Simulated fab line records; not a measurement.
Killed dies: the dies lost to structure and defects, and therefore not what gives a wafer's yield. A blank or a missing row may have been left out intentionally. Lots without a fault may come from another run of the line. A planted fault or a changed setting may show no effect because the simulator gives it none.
Matching of chambers / flow nandHarc / NHARC_A_WL_FILL_ALD_02 on aldMetal-01 has 4 sister chambers
The step deposits TiN, target thk 2 nm, pulse time 3 s, ald cycles 100. 4 wafers are shown with their chamber, then 10 later ones without.

WAFERS WITH THEIR CHAMBER
wafer=L084.3; chamber=3; heaterPowerW (W)=1028
wafer=L085.5; chamber=2; heaterPowerW (W)=914
wafer=L090.1; chamber=1; heaterPowerW (W)=1029
wafer=L090.4; chamber=0; heaterPowerW (W)=1122

WAFERS WITHOUT THEIR CHAMBER
wafer=L090.5; heaterPowerW (W)=913
wafer=L091.2; heaterPowerW (W)=1080
wafer=L091.5; heaterPowerW (W)=1049
wafer=L091.6; heaterPowerW (W)=927
wafer=L092.3; heaterPowerW (W)=1037
wafer=L092.5; heaterPowerW (W)=953
wafer=L092.6; heaterPowerW (W)=1017
wafer=L095.2; heaterPowerW (W)=1118
wafer=L095.4; heaterPowerW (W)=1101
wafer=L095.5; heaterPowerW (W)=926

WHICH CHAMBER EACH ONE RAN IN
wafer=L090.5; from the rows above=2; in truth=2
wafer=L091.2; from the rows above=can't be placed: 0 or 1 or 3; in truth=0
wafer=L091.5; from the rows above=can't be placed: 1 or 3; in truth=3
wafer=L091.6; from the rows above=2; in truth=2
wafer=L092.3; from the rows above=can't be placed: 1 or 3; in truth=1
wafer=L092.5; from the rows above=can't be placed: 2 or 3 or 1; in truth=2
wafer=L092.6; from the rows above=can't be placed: 3 or 1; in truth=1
wafer=L095.2; from the rows above=0; in truth=0
wafer=L095.4; from the rows above=0; in truth=0
wafer=L095.5; from the rows above=2; in truth=2
5 of 10 placed correctly. Unplaceable from these rows: 5, with the true chamber sitting among the candidates in 5. 0 placed wrongly.
How it was worked out, from the rows above alone: a wafer's distance from a chamber is the root of the sum, over the readings, of the square of ((its reading less the chamber's mean) divided by the reading's scatter). The wafer belongs to the nearest chamber; if the next one is less than 2 further off, it can't be placed. The mean given for a chamber averages the wafers shown for that chamber. The scatter: root of mean squared gap, hidden wafer to nearest shown wafer, with one shown wafer a chamber.
